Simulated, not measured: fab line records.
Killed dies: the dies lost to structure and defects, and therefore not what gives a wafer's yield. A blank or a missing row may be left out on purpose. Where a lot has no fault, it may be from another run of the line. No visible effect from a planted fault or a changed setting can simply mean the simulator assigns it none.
Which of the tools did it? | flow nand_harc | Sampling: 12 lots, 32 wafers, 6 of 1302 route steps

## WHAT THE GAUGES SHOWED, per wafer
NHARC_A_DECK1_JOINT_INSPECT_05.
lot  | measured     | on                | raw_defect_count
L540 | day 12 17:27 | defect_inspect-01 | 356 526 242
L541 | day 12 22:56 | defect_inspect-01 | 213 313 311
L551 | day 16 19:01 | defect_inspect-02 | 1040 1031
L552 | day 17 05:10 | defect_inspect-02 | 1121 1127
L553 | day 17 18:27 | defect_inspect-01 | 196 325 202
L555 | day 18 06:20 | defect_inspect-01 | 271 166 259
L554 | day 18 20:17 | defect_inspect-01 | 299 247 272
L556 | day 19 06:58 | defect_inspect-01 | 437 676 326
L558 | day 19 13:41 | defect_inspect-01 | 448 255 329
L559 | day 20 10:23 | defect_inspect-01 | 205 378 227
L561 | day 20 22:41 | defect_inspect-02 | 206 149 287
L562 | day 21 13:05 | defect_inspect-02 | 241 358 481

NHARC_A_ONON_D2_THK_MEAS_18: measures by ellipsometry.
lot  | measured     | on            | thk_nm (nm)
L540 | day 13 04:18 | film_metro-02 | 1008 1008 1009
L541 | day 13 11:25 | film_metro-02 | 999 1000 999
L551 | day 17 09:31 | film_metro-02 | 987
L552 | day 17 16:39 | film_metro-01 | 998
L553 | day 18 06:37 | film_metro-02 | 987 988 988
L555 | day 18 16:31 | film_metro-01 | 992 993 994
L554 | day 19 06:52 | film_metro-02 | 1015 1015 1012
L556 | day 19 18:48 | film_metro-02 | 1013 1010 1011
L558 | day 19 23:45 | film_metro-02 | 1018 1019 1020
L559 | day 20 20:43 | film_metro-02 | 984 983 984
L561 | day 21 11:29 | film_metro-02 | 1003 1001 1002
L562 | day 21 23:39 | film_metro-01 | 1006 1005 1006

NHARC_END_SORT_01.
lot  | measured     | on        | killed_at_array | killed_at_other | killed_at_periphery | killed_dies | killed_open | killed_short
L551 | day 28 23:29 | prober-02 | 110             | 0               | 0                   | 110         | 5           | 2
L552 | day 29 19:20 | prober-01 | 84              | 0               | 3                   | 87          | 3           | 4

## WHAT TOOL EACH LOT RAN ON (gives the tool, then ch and the chambers of the sampled wafers, and finally the start)
lot  | NHARC_A_CHANNEL_HOLE_D1_ETCH_26  | NHARC_A_CHANNEL_HOLE_D1_ETCH_44    | NHARC_A_DECK1_JOINT_DEP_16
L540 | har_etch-01 ch 0,1, day 9 01:18  | rie_diel-11 ch 1,3, day 9 02:13    | pecvd-01 ch 0,1,2, day 12 17:11
L541 | har_etch-01 ch 0,1, day 9 08:19  | rie_diel-11 ch 0,1,2, day 9 09:14  | pecvd-01 ch 0,1,2, day 12 22:37
L551 | har_etch-02 ch 1, day 13 06:47   | rie_diel-11 ch 2, day 13 08:08     | pecvd-02 ch 0, day 16 18:49
L552 | har_etch-02 ch 1, day 13 12:06   | rie_diel-11 ch 0, day 13 12:59     | pecvd-02 ch 0, day 17 05:00
L553 | har_etch-02 ch 0,1, day 14 02:27 | rie_diel-11 ch 0,2,3, day 14 03:25 | pecvd-01 ch 0,1,2, day 17 18:08
L555 | har_etch-02 ch 0,1, day 14 19:46 | rie_diel-07 ch 1,3, day 14 20:47   | pecvd-04 ch 1,2, day 18 06:01
L554 | har_etch-01 ch 0,1, day 14 23:43 | rie_diel-11 ch 0,1, day 15 00:34   | pecvd-01 ch 0,1,2, day 18 20:04
L556 | har_etch-01 ch 0,1, day 15 14:41 | rie_diel-11 ch 0,2, day 15 15:36   | pecvd-01 ch 0,1,2, day 19 06:38
L558 | har_etch-02 ch 0,1, day 15 21:03 | rie_diel-07 ch 0,1,3, day 15 21:58 | pecvd-04 ch 1,2, day 19 13:17
L559 | har_etch-02 ch 0,1, day 16 18:11 | rie_diel-11 ch 0,1,2, day 16 19:07 | pecvd-04 ch 0,1,2, day 20 10:08
L561 | har_etch-01 ch 0,1, day 17 10:16 | rie_diel-11 ch 0,2, day 17 11:11   | pecvd-02 ch 0,1, day 20 22:24
L562 | har_etch-01 ch 0,1, day 18 00:03 | rie_diel-11 ch 0,3, day 18 00:58   | pecvd-02 ch 1,2, day 21 12:48
- NHARC_A_CHANNEL_HOLE_D1_ETCH_26: etches the open film in C4F8/O2/Ar, time 224.1 s, target depth 300 nm.
- NHARC_A_CHANNEL_HOLE_D1_ETCH_44: etches the open film in CF4/O2, target depth 140 nm, overetch 14 nm, time 77 s.
- NHARC_A_DECK1_JOINT_DEP_16: deposits SiO2, target thk 45 nm.

## WHAT THE TOOLS THEMSELVES READ (means of the sampled wafers that have a number; where no wafer has one, the mark that the record gives instead)
NHARC_A_CHANNEL_HOLE_D1_ETCH_26.
lot  | tool        | drypump_motor_current_A (A) | o2_flow_sccm (sccm) | showerhead_plenum_p_Torr (Torr) | throttle_valve_pct (%)
L540 | har_etch-01 | 6.05                        | 113.7               | 3.64                            | 24.580
L541 | har_etch-01 | 6.02                        | 113.6               | 3.64                            | 24.590
L551 | har_etch-02 | 5.44                        | 113.2               | 3.48                            | 24.587
L552 | har_etch-02 | 5.41                        | 113.8               | 3.48                            | 24.589
L553 | har_etch-02 | 5.54                        | 113.6               | 3.64                            | 24.587
L555 | har_etch-02 | 5.65                        | 113.8               | 3.81                            | 24.586
L554 | har_etch-01 | 6.04                        | 113.2               | 3.60                            | 24.577
L556 | har_etch-01 | 6.04                        | 113.7               | 3.59                            | 24.575
L558 | har_etch-02 | 5.56                        | 113.6               | 3.63                            | 24.585
L559 | har_etch-02 | 5.57                        | 113.6               | 3.62                            | 24.584
L561 | har_etch-01 | 6.09                        | 113.8               | 3.64                            | 24.586
L562 | har_etch-01 | 6.02                        | 113.9               | 3.57                            | 24.577

NHARC_A_CHANNEL_HOLE_D1_ETCH_44.
lot  | tool        | bias_w (W) | drypump_motor_current_A (A) | o2_flow_sccm (sccm) | oes_product_au (a.u.) | rf_vpp_V (V) | showerhead_plenum_p_Torr (Torr) | throttle_valve_pct (%)
L540 | rie_diel-11 | 100.2      | 5.5                         | 20.01               | 1.005                 | 195.9        | 1.25                            | 13.394
L541 | rie_diel-11 | 99.9       | 5.7                         | 20.03               | 1.004                 | 198.1        | 1.32                            | 13.385
L551 | rie_diel-11 | 100.0      | 6.6                         | 19.99               | 1.009                 | 199.0        | 1.41                            | 13.390
L552 | rie_diel-11 | 100.1      | 4.9                         | 20.02               | 1.001                 | 196.2        | 1.30                            | 13.383
L553 | rie_diel-11 | 99.8       | 5.6                         | 20.02               | 1.007                 | 197.1        | 1.32                            | 13.393
L555 | rie_diel-07 | 100.0      | 5.7                         | 19.99               | 0.995                 | 197.9        | 1.31                            | 13.400
L554 | rie_diel-11 | 99.9       | 5.4                         | 20.00               | 1.001                 | 196.2        | 1.27                            | 13.395
L556 | rie_diel-11 | 100.3      | 6.0                         | 20.00               | 1.002                 | 197.8        | 1.37                            | 13.387
L558 | rie_diel-07 | 99.9       | 5.9                         | 20.03               | 1.000                 | 197.0        | 1.30                            | 13.396
L559 | rie_diel-11 | 99.9       | 5.7                         | 20.03               | 1.002                 | 197.0        | 1.32                            | 13.393
L561 | rie_diel-11 | 100.1      | 6.0                         | 20.01               | 1.003                 | 198.2        | 1.37                            | 13.398
L562 | rie_diel-11 | 100.0      | 5.2                         | 19.97               | 1.007                 | 196.9        | 1.26                            | 13.402

NHARC_A_DECK1_JOINT_DEP_16.
lot  | tool     | heater_power_w (W) | throttle_valve_pct (%)
L540 | pecvd-01 | 529                | 15.9
L541 | pecvd-01 | 538                | 16.0
L551 | pecvd-02 | 513                | 16.0
L552 | pecvd-02 | 530                | 16.3
L553 | pecvd-01 | 633                | 16.1
L555 | pecvd-04 | 545                | 16.0
L554 | pecvd-01 | 638                | 16.1
L556 | pecvd-01 | 629                | 16.2
L558 | pecvd-04 | 531                | 16.0
L559 | pecvd-04 | 553                | 15.1
L561 | pecvd-02 | 557                | 15.8
L562 | pecvd-02 | 544                | 15.7

## THE ANSWER, worked out from the rows above alone
Rule: the lots themselves supply what counts as usual. The widest of any qualifying gaps counts: lots, ordered by their means at a reading, are off when they make up no more than a third of the lots, leave a main group of 4 or more, and stand apart from it by 3 or more times the standard deviation of that group's means. Not used: any main group whose means are identical at the precision the tables above print for the reading. A lot without any number at a reading at which 4 lots or more have one is off too. Any other lot the step has rows for is counted as sound. The gauges are gone through in route order, then the tools' own readings, and for those a lot's mean is taken as printed above. The first step at which some lot is off is used, and at that step the reading that is off furthest; a lot without a number counts as furthest.
Off: L551, L552, at NHARC_A_DECK1_JOINT_INSPECT_05 (raw_defect_count). For the main group the mean is 307 and the standard deviation 78.
A tool fits if, at a process step before that reading, it ran every lot that is off, and no sound lot after the first of them. Those tools and the gauges at NHARC_A_DECK1_JOINT_INSPECT_05 are tried in the same way. Of those tried, none fits.

## WHAT WAS PUT IN BY THE SIMULATOR
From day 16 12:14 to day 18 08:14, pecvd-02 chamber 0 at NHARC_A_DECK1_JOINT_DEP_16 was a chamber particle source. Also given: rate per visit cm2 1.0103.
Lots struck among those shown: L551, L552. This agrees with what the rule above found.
